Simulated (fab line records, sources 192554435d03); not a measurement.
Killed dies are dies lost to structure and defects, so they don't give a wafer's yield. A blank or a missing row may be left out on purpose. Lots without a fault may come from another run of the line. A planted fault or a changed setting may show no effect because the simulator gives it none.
Which tool did it? | flow n5_finfet | 9 lots, 27 wafers sampled, at 6 steps of a route of 1938

WHAT THE GAUGES READ, wafer by wafer
N5_SD_EPI_P_EPI_MEAS_23. Usual: thk_nm 61.1 nm, standard deviation 1.2.
lot  | measured    | on            | thk_nm (nm)    | flag
L121 | day 4 03:05 | film_metro-02 | 59.9 61.0 62.3 |
L124 | day 4 23:03 | film_metro-01 | 59.4 61.1 61.4 |
L129 | day 6 14:05 | film_metro-02 | 49.3 49.0 48.8 | OFF
L132 | day 6 22:30 | film_metro-02 | 50.8 48.6 50.3 | OFF
L134 | day 7 09:10 | film_metro-02 | 61.0 61.3 61.9 |
L135 | day 7 15:40 | film_metro-02 | 60.2 61.2 61.6 |
L138 | day 8 10:06 | film_metro-02 | 61.7 60.2 61.3 |
L139 | day 8 16:12 | film_metro-02 | 60.1 61.0 60.4 |
L140 | day 8 21:29 | film_metro-02 | 61.0 60.6 61.3 |

N5_BEOL_M4_RC_MEAS_101. Usual: DIBL_N 36.5 mV/V, standard deviation 2; DIBL_P 36.5 mV/V, standard deviation 2.3; IOFF_N 0.16 nA/um, standard deviation 0.036; IOFF_P 0.21 nA/um, standard deviation 0.037; ION_N 672 uA/um, standard deviation 12; ION_P 459 uA/um, standard deviation 7.1; SS_N 71.6 mV/dec, standard deviation 0.73; SS_P 73.4 mV/dec, standard deviation 0.76; VT_N 250 mV, standard deviation 3.3; VT_P -250.5 mV, standard deviation 2.9.
lot  | measured     | on        | DIBL_N (mV/V)  | DIBL_P (mV/V)  | IOFF_N (nA/um) | IOFF_P (nA/um) | ION_N (uA/um) | ION_P (uA/um) | SS_N (mV/dec)  | SS_P (mV/dec)  | VT_N (mV)   | VT_P (mV)            | flag
L121 | day 8 21:33  | prober-02 | 36.7 34.8 35.7 | 36.7 35.0 36.1 | 0.18 0.14 0.16 | 0.21 0.19 0.20 | 680 679 670   | 458 463 464   | 71.9 71.4 71.3 | 73.9 73.4 73.5 | 246 251 249 | -251.4 -252.9 -251.7 |
L124 | day 9 09:58  | prober-02 | 37.3 36.1 35.4 | 35.9 35.1 33.9 | 0.20 0.18 0.17 | 0.24 0.24 0.21 | 665 679 689   | 450 467 470   | 71.8 71.3 71.3 | 73.2 73.1 73.8 | 244 249 246 | -250.3 -250.9 -248.8 |
L129 | day 11 20:26 | prober-02 | 36.6 37.1 34.2 | 37.2 38.2 34.3 | 0.17 0.18 0.12 | 0.23 0.26 0.18 | 676 684 663   | 463 472 460   | 71.1 71.7 70.6 | 73.9 74.3 72.4 | 250 246 255 | -246.2 -246.0 -249.6 |
L132 | day 11 17:46 | prober-02 | 38.6 36.4 38.8 | 38.0 35.2 38.0 | 0.19 0.14 0.18 | 0.24 0.18 0.23 | 666 649 664   | 449 452 457   | 72.4 72.4 72.6 | 73.0 72.6 73.2 | 248 254 253 | -249.1 -252.1 -249.6 |
L134 | day 11 22:42 | prober-02 | 37.0 37.3 39.1 | 35.9 34.9 38.0 | 0.15 0.14 0.19 | 0.20 0.19 0.25 | 671 645 681   | 459 444 464   | 72.1 71.8 71.4 | 73.0 72.9 73.8 | 251 253 249 | -251.3 -251.0 -246.2 |
L135 | day 12 16:20 | prober-01 | 36.3 36.5 36.8 | 34.2 35.2 35.0 | 0.15 0.15 0.15 | 0.18 0.19 0.19 | 670 683 663   | 454 465 453   | 71.7 71.3 72.0 | 73.4 73.0 73.7 | 251 248 254 | -254.5 -249.9 -252.3 |
L138 | day 13 10:04 | prober-02 | 36.7 38.1 38.2 | 36.8 38.8 38.9 | 0.15 0.17 0.17 | 0.20 0.22 0.23 | 670 671 678   | 454 458 458   | 71.4 71.5 72.2 | 73.5 73.9 73.0 | 253 248 249 | -255.1 -251.8 -251.8 |
L139 | day 13 09:34 | prober-01 | 39.5 36.8 34.2 | 41.0 37.8 34.2 | 0.23 0.18 0.12 | 0.29 0.24 0.17 | 697 688 664   | 475 464 459   | 71.6 71.4 71.0 | 74.7 73.5 72.8 | 243 246 254 | -246.4 -246.8 -250.7 |
L140 | day 13 21:25 | prober-01 | 38.1 37.5 37.7 | 41.2 39.5 39.4 | 0.24 0.21 0.21 | 0.30 0.26 0.26 | 691 684 661   | 474 467 449   | 72.1 71.8 72.3 | 73.9 74.3 74.0 | 243 248 247 | -243.0 -246.6 -245.4 |

WHICH TOOL RAN EACH LOT (tool, then ch and the chambers of the sampled wafers, then the start)
lot  | N5_SD_EPI_N_LINER_46             | N5_SD_EPI_P_EPI_21             | N5_SD_ACTIVATION_LSA_01           | N5_ILD0_LINER_00
L121 | ald_sin-02 ch 0,1,3, day 3 21:31 | epi_rpcvd-01 ch 0, day 4 00:10 | laser_anneal-02 ch 0, day 4 03:29 | ald_sin-02 ch 0,1, day 4 04:02
L124 | ald_sin-03 ch 1,3, day 4 18:16   | epi_rpcvd-03 ch 0, day 4 21:34 | laser_anneal-01 ch 0, day 4 23:31 | ald_sin-04 ch 0,1, day 5 00:01
L129 | ald_sin-03 ch 1,2,3, day 6 03:50 | epi_rpcvd-01 ch 0, day 6 09:30 | laser_anneal-01 ch 0, day 6 15:04 | ald_sin-04 ch 0,1,2, day 6 15:34
L132 | ald_sin-02 ch 2,3, day 6 18:02   | epi_rpcvd-01 ch 0, day 6 20:40 | laser_anneal-01 ch 0, day 6 22:56 | ald_sin-02 ch 0,2,3, day 6 23:29
L134 | ald_sin-03 ch 1,2,3, day 7 04:53 | epi_rpcvd-02 ch 0, day 7 06:59 | laser_anneal-02 ch 0, day 7 09:35 | ald_sin-02 ch 0,2,3, day 7 10:10
L135 | ald_sin-02 ch 1,3, day 7 11:21   | epi_rpcvd-02 ch 0, day 7 13:50 | laser_anneal-01 ch 0, day 7 16:06 | ald_sin-03 ch 1,2, day 7 16:38
L138 | ald_sin-03 ch 1,2, day 8 05:49   | epi_rpcvd-02 ch 0, day 8 08:37 | laser_anneal-02 ch 0, day 8 10:34 | ald_sin-02 ch 1,3, day 8 11:44
L139 | ald_sin-02 ch 0,1,2, day 8 10:50 | epi_rpcvd-02 ch 0, day 8 14:43 | laser_anneal-01 ch 0, day 8 16:41 | ald_sin-02 ch 0,3, day 8 17:49
L140 | ald_sin-01 ch 0,1,3, day 8 16:22 | epi_rpcvd-03 ch 0, day 8 19:03 | laser_anneal-02 ch 0, day 8 21:56 | ald_sin-02 ch 0,2,3, day 8 22:51
- N5_SD_EPI_N_LINER_46: material SiNx, target thk 3 nm.
- N5_SD_EPI_P_EPI_21: deposits SiGe:B, time 355 s.
- N5_SD_ACTIVATION_LSA_01: time 0.0008 s.
- N5_ILD0_LINER_00: material SiNx, target thk 4 nm, pulse time 1 s, purge time 2 s.

WHAT THE TOOLS THEMSELVES READ (means of the sampled wafers that have a number; where no wafer has one, the mark that the record gives instead)
N5_SD_EPI_N_LINER_46. Usual: heater_power_outer_w 511 W, standard deviation 52; heater_power_w 825 W, standard deviation 84; susceptor_temp_C 400.03 C, standard deviation 0.22.
lot  | tool       | heater_power_outer_w (W) | heater_power_w (W) | susceptor_temp_C (C) | flag
L121 | ald_sin-02 | 532                      | 849                | 400.00               |
L124 | ald_sin-03 | 584                      | 943                | 400.26               |
L129 | ald_sin-03 | 532                      | 868                | 400.25               |
L132 | ald_sin-02 | 480                      | 770                | 400.07               |
L134 | ald_sin-03 | 528                      | 879                | 399.84               |
L135 | ald_sin-02 | 502                      | 792                | 400.01               |
L138 | ald_sin-03 | 529                      | 847                | 400.26               |
L139 | ald_sin-02 | 535                      | 846                | 400.15               |
L140 | ald_sin-01 | 501                      | 790                | 400.16               |

N5_SD_EPI_P_EPI_21. Usual: susceptor_temp_C 549.96 C, standard deviation 0.24; susceptor_temp_C_max 551.6, standard deviation 0.52.
lot  | tool         | susceptor_temp_C (C) | susceptor_temp_C_max | flag
L121 | epi_rpcvd-01 | 549.82               | 551.5                |
L124 | epi_rpcvd-03 | 549.93               | 551.0                |
L129 | epi_rpcvd-01 | 549.88               | 551.7                |
L132 | epi_rpcvd-01 | 549.95               | 552.1                |
L134 | epi_rpcvd-02 | 550.03               | 552.1                |
L135 | epi_rpcvd-02 | 550.01               | 552.0                |
L138 | epi_rpcvd-02 | 549.84               | 551.8                |
L139 | epi_rpcvd-02 | 550.14               | 552.0                |
L140 | epi_rpcvd-03 | 550.03               | 551.0                |

N5_SD_ACTIVATION_LSA_01. Usual: wafer_temp_C_max 1084.6, standard deviation 1.5.
lot  | tool            | wafer_temp_C_max | flag
L121 | laser_anneal-02 | 1084.6           |
L124 | laser_anneal-01 | 1085.4           |
L129 | laser_anneal-01 | 1085.5           |
L132 | laser_anneal-01 | 1084.6           |
L134 | laser_anneal-02 | 1084.0           |
L135 | laser_anneal-01 | 1085.8           |
L138 | laser_anneal-02 | 1083.3           |
L139 | laser_anneal-01 | 1085.0           |
L140 | laser_anneal-02 | 1082.8           |

N5_ILD0_LINER_00. Usual: heater_power_outer_w 499 W, standard deviation 67; heater_power_w 815 W, standard deviation 89; precursor_pulse_height_rel 0.999, standard deviation 0.021; susceptor_temp_C 400.03 C, standard deviation 0.21.
lot  | tool       | heater_power_outer_w (W) | heater_power_w (W) | precursor_pulse_height_rel | susceptor_temp_C (C) | flag
L121 | ald_sin-02 | 558                      | 906                | 0.997                      | 399.97               |
L124 | ald_sin-04 | 525                      | 857                | 1.010                      | 400.04               |
L129 | ald_sin-04 | 503                      | 842                | 0.997                      | 400.22               |
L132 | ald_sin-02 | 517                      | 812                | 1.003                      | 400.05               |
L134 | ald_sin-02 | 515                      | 809                | 0.990                      | 400.10               |
L135 | ald_sin-03 | 517                      | 829                | 1.012                      | 400.00               |
L138 | ald_sin-02 | 519                      | 841                | 0.990                      | 400.08               |
L139 | ald_sin-02 | 514                      | 796                | 0.994                      | 399.97               |
L140 | ald_sin-02 | 515                      | 828                | 0.989                      | 399.94               |

THE ANSWER, worked out from the rows above alone
Rule: a lot is off if the mean of its wafers that have a number lies more than 3 standard deviations from the usual mean. A lot without any number at a reading at which 4 lots or more have one is off too. The other lots that the step has rows for count as sound. The gauges are gone through in route order, then the tools' own readings, and for those a lot's mean is taken as printed above. The first step at which some lot is off is used, and at that step the reading that is off furthest; a lot without a number counts as furthest.
Off: L129, L132, at N5_SD_EPI_P_EPI_MEAS_23 (thk_nm).
A tool fits if, at a process step before that reading, it ran every lot that is off, and no sound lot after the first of them. The gauges at N5_SD_EPI_P_EPI_MEAS_23 are tried like those tools. One fits: epi_rpcvd-01 at N5_SD_EPI_P_EPI_21. Its last sound lot is L121 (day 4 00:10), its first lot that is off L129 (day 6 09:30): a fault that began between those two fits.

WHAT THE SIMULATOR HAD PUT IN
Site profile drift: epi_rpcvd-01, from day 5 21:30 on, at N5_SD_EPI_P_EPI_21. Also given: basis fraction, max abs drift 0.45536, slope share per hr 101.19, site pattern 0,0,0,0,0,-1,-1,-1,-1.
Lots struck among those shown: L129, L132. The rule above found the same.
